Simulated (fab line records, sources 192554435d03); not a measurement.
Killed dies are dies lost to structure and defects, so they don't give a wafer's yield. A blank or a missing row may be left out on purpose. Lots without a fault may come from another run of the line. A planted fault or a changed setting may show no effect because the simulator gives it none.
Chamber matching | flow n5_finfet | N5_BEOL_M7_DESCUM_33 on rie_diel-05: 4 sister chambers
The step chemistry O2, time 7 s. 20 wafers are shown with their chamber, then 10 later ones without.

WAFERS WITH THEIR CHAMBER
wafer  | chamber | showerhead_plenum_p_Torr (Torr) | throttle_valve_pct (%) | drypump_motor_current_A (A)
L074.2 | 0       | 2.19                            | 20.40                  | 5.9
L074.3 | 2       | 2.15                            | 20.34                  | 5.6
L074.4 | 1       | 2.00                            | 20.87                  | 5.7
L075.1 | 0       | 2.19                            | 20.40                  | 5.8
L075.3 | 2       | 2.15                            | 20.38                  | 5.6
L075.5 | 3       | 2.17                            | 20.56                  | 5.6
L076.1 | 1       | 2.00                            | 20.87                  | 5.7
L076.2 | 3       | 2.17                            | 20.58                  | 5.6
L076.5 | 2       | 2.15                            | 20.36                  | 5.6
L079.1 | 0       | 2.19                            | 20.42                  | 5.9
L079.4 | 3       | 2.16                            | 20.59                  | 5.6
L079.6 | 1       | 2.00                            | 20.88                  | 5.7
L081.1 | 0       | 2.19                            | 20.44                  | 5.9
L081.2 | 2       | 2.14                            | 20.38                  | 5.6
L081.3 | 1       | 2.00                            | 20.89                  | 5.7
L086.1 | 1       | 1.99                            | 20.91                  | 5.7
L086.3 | 3       | 2.16                            | 20.61                  | 5.6
L086.4 | 2       | 2.14                            | 20.38                  | 5.6
L090.1 | 1       | 1.99                            | 20.92                  | 5.7
L090.2 | 0       | 2.18                            | 20.45                  | 5.8

SIGNATURES (means of the wafers above)
reading                  | chamber 0 | chamber 1 | chamber 2 | chamber 3 | scatter within a chamber
showerhead_plenum_p_Torr | 2.1880    | 1.9967    | 2.1460    | 2.1650    | 0.0052
throttle_valve_pct       | 20.4220   | 20.8900   | 20.3680   | 20.5850   | 0.0207
drypump_motor_current_A  | 5.860     | 5.700     | 5.600     | 5.600     | 0.0274
Rule: a wafer's distance from a chamber is the root of the sum, over the readings, of the square of ((its reading less the chamber's mean) divided by the reading's scatter). The wafer belongs to the nearest chamber; if the next one is less than 2 further off, it can't be placed. The scatter: the root of (the sum of the squares of (reading less its chamber's mean) over the shown wafers, divided by (wafers less chambers)).

WAFERS WITHOUT THEIR CHAMBER
wafer  | showerhead_plenum_p_Torr (Torr) | throttle_valve_pct (%) | drypump_motor_current_A (A)
L090.3 | 2.14                            | 20.39                  | 5.6
L092.1 | 1.99                            | 20.93                  | 5.7
L092.4 | 2.18                            | 20.46                  | 5.9
L092.6 | 1.99                            | 20.93                  | 5.7
L095.2 | 1.99                            | 20.94                  | 5.8
L095.3 | 2.15                            | 20.22                  | 5.6
L095.5 | 1.99                            | 20.94                  | 5.7
L094.1 | 2.14                            | 20.00                  | 5.6
L094.2 | 2.15                            | 20.24                  | 5.6
L094.5 | 2.15                            | 20.21                  | 5.6

WHICH CHAMBER EACH WENT THROUGH
wafer  | from the rows above | in truth
L090.3 | 2                   | 2
L092.1 | 1                   | 1
L092.4 | 0                   | 0
L092.6 | 1                   | 1
L095.2 | 1                   | 1
L095.3 | 2                   | 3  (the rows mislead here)
L095.5 | 1                   | 1
L094.1 | 2                   | 2
L094.2 | 2                   | 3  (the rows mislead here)
L094.5 | 2                   | 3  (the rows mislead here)
Placed correctly: 7 of 10. Can't be placed from these rows: 0. Placed wrongly: 3.
